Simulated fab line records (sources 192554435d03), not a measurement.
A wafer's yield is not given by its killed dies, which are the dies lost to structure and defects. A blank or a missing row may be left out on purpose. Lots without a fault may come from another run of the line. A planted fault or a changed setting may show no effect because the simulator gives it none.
Split-lot experiment -- flow n5 finfet -- route with 1938 steps; 7 lots, 21 wafers read

THE SPLIT ITSELF
At N5_BEOL_M0_SAQP_ALD_48 (deposits SiO2, target thk 20 nm, pulse time 1 s, co reactant pulse time 1 s), the setting ald cycles was moved away from the recipe's 139 on 6 of the 21 wafers read, by -12.9% to +7.2%. For the rest of the wafers, this setting stayed at what the recipe calls for.

The reading is taken at the split's own step.

THE READING
SiO2_of_BEOL_M0_SAQP_ALD_48.thk nm (the simulator's own value, which no gauge read), in nm, at N5_BEOL_M0_SAQP_ALD_48 (deposits SiO2, target thk 20 nm, pulse time 1 s, co reactant pulse time 1 s). There is no usual value for it anywhere in the file. Across the 15 wafers here that went through the recipe, the average is 19.9 nm and the standard deviation 0.094 nm.

wafer,"tool, chamber at the split",ald cycles as run,against the recipe,"SiO2_of_BEOL_M0_SAQP_ALD_48.thk nm, nm",against lot-mates on the recipe
L077.1,"ald sin-01, 2,3",139,recipe,20,-
L077.6,"ald sin-01, 2,3",139,recipe,20,-
L077.5,"ald sin-01, 2",149,+7.2%,21.4,+1.4
L084.2,"ald sin-02, 2",121,-12.9%,17.4,-2.5
L084.5,"ald sin-02, 1",139,recipe,20,-
L084.6,"ald sin-02, 0",139,recipe,19.8,-
L086.2,"ald sin-02, 2",139,recipe,20,-
L086.5,"ald sin-02, 2",139,recipe,20,-
L086.6,"ald sin-02, 1",139,recipe,19.8,-
L087.1,"ald sin-02, 1",139,recipe,19.8,-
L087.3,"ald sin-02, 0",149,+7.2%,21.2,+1.4
L087.4,"ald sin-02, 2",149,+7.2%,21.4,+1.6
L090.1,"ald sin-02, 2",148,+6.5%,21.2,+1.3
L090.3,"ald sin-02, 1",139,recipe,19.8,-
L090.4,"ald sin-02, 3",139,recipe,20,-
L094.2,"ald sin-04, 3",139,recipe,20,-
L094.5,"ald sin-04, 3",139,recipe,20,-
L094.4,"ald sin-04, 1",148,+6.5%,21.4,+1.4
L096.2,"ald sin-04, 1",139,recipe,20,-
L096.6,"ald sin-04, 1",139,recipe,20,-
L096.5,"ald sin-04, 2",139,recipe,19.8,-
Where a row lists several chambers, the file gives one row for several wafers and doesn't say which wafer went through which chamber.

FIT RESULTS
A straight line over all 21 wafers: SiO2_of_BEOL_M0_SAQP_ALD_48.thk nm changes by +0.198 nm for each +1% of ald cycles; r = +0.99; the points scatter about the line by 0.1 nm.
The same after taking each lot's own level away (the mean of its wafers on the recipe; 21 wafers): +0.2 nm for each +1%; r = +1.00; scatter 0.085 nm.
Per that fit: largest ald cycles move, reading shift of 2.6 nm.
Across the lots, their own levels run from 19.80 to 20.00 nm, a range of 2.1 times the standard deviation given above.
The two slopes are in agreement: the lot-to-lot level therefore moves the slope only a little.
Check: for one of the wafers moved furthest among these (-12.9%), held out of the fit, the line's prediction against its lot-mates is -2.66 nm. It came out at -2.5 nm against them.

ADDITIONAL SPLITS CARRIED BY THESE WAFERS
Before the reading, these wafers also passed through other splits. Each is held against what the fit with the lots' levels taken away leaves over:
other split on the same wafers,wafers away from the commonest value,r with SiO2_of_BEOL_M0_SAQP_ALD_48.thk nm (lot level and that fit taken away)
N5_DUMMY_GATE_COAT_28 spin rpm,9,+0.10
N5_SD_EPI_N_ETCH_45 target depth a,12,+0.19
N5_HKMG_FIN_HK_ALD_01 ald cycles,7,+0.22
N5_GATE_CUT_EXPOSE_10 dose mj,9,+0.09
N5_GATE_CUT_DESCUM_18 time s,8,-0.12
N5_MOL_CONTACT_COAG_ALD_27 ald cycles,6,+0.36
N5_MOL_CONTACT_COAG_ETCH_91 time s,6,-0.16
N5_BEOL_M0_SAQP_ETCH_107 bias w,11,+0.00

THE FILE'S OWN FIT
SiO2_of_BEOL_M0_SAQP_ALD_48.thk nm changes by +0.199 nm for each +1% of ald cycles, r = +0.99.
